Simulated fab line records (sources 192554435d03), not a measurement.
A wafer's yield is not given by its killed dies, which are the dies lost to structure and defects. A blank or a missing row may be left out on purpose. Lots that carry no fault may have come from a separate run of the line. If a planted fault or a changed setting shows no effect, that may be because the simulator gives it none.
Chamber matching / flow n5_finfet / N5_FIN_SAQP_ETCH_51 on rie_diel-06: 4 sister chambers
The step etches SiARC in CF4, target depth 45.5 nm, time 75.8 s. 8 wafers are shown with their chamber, then 7 later ones without.

WAFERS, EACH WITH ITS CHAMBER
wafer=L077.6; chamber=0; drypump_motor_current_A (A)=5.5; showerhead_plenum_p_Torr (Torr)=2.24
wafer=L078.1; chamber=2; drypump_motor_current_A (A)=5.4; showerhead_plenum_p_Torr (Torr)=2.12
wafer=L078.2; chamber=1; drypump_motor_current_A (A)=5.3; showerhead_plenum_p_Torr (Torr)=2.13
wafer=L078.3; chamber=0; drypump_motor_current_A (A)=5.5; showerhead_plenum_p_Torr (Torr)=2.24
wafer=L083.3; chamber=1; drypump_motor_current_A (A)=5.4; showerhead_plenum_p_Torr (Torr)=2.13
wafer=L083.5; chamber=3; drypump_motor_current_A (A)=6.8; showerhead_plenum_p_Torr (Torr)=2.22
wafer=L088.1; chamber=3; drypump_motor_current_A (A)=6.8; showerhead_plenum_p_Torr (Torr)=2.22
wafer=L088.3; chamber=2; drypump_motor_current_A (A)=5.4; showerhead_plenum_p_Torr (Torr)=2.11

WAFERS WHOSE CHAMBER IS MISSING
wafer=L088.4; drypump_motor_current_A (A)=5.5; showerhead_plenum_p_Torr (Torr)=2.24
wafer=L093.1; drypump_motor_current_A (A)=5.3; showerhead_plenum_p_Torr (Torr)=2.12
wafer=L093.2; drypump_motor_current_A (A)=6.8; showerhead_plenum_p_Torr (Torr)=2.22
wafer=L093.4; drypump_motor_current_A (A)=5.5; showerhead_plenum_p_Torr (Torr)=2.23
wafer=L097.3; drypump_motor_current_A (A)=6.8; showerhead_plenum_p_Torr (Torr)=2.21
wafer=L097.4; drypump_motor_current_A (A)=5.3; showerhead_plenum_p_Torr (Torr)=2.12
wafer=L097.5; drypump_motor_current_A (A)=5.5; showerhead_plenum_p_Torr (Torr)=2.23

EACH ONE'S CHAMBER
wafer=L088.4; from the rows above=0; in truth=0
wafer=L093.1; from the rows above=can't be placed: 1 or 2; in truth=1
wafer=L093.2; from the rows above=3; in truth=3
wafer=L093.4; from the rows above=0; in truth=0
wafer=L097.3; from the rows above=3; in truth=3
wafer=L097.4; from the rows above=can't be placed: 1 or 2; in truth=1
wafer=L097.5; from the rows above=0; in truth=0
Correctly placed: 5 of 7. Unplaceable from these rows: 2, with the true chamber sitting among the candidates in 2. Wrongly placed: 0.
How it was worked out, from the rows above alone: a wafer's distance from a chamber is the root of the sum, over the readings, of the square of ((its reading less the chamber's mean) divided by the reading's scatter). The wafer belongs to the nearest chamber; if the next one is less than 2 further off, it can't be placed. For every chamber, the mean is computed from those of its wafers that are shown. How the scatter is found: for the shown wafers, subtract from each reading the mean of its chamber, square and add these, divide the total by (wafers less chambers), then take the root.
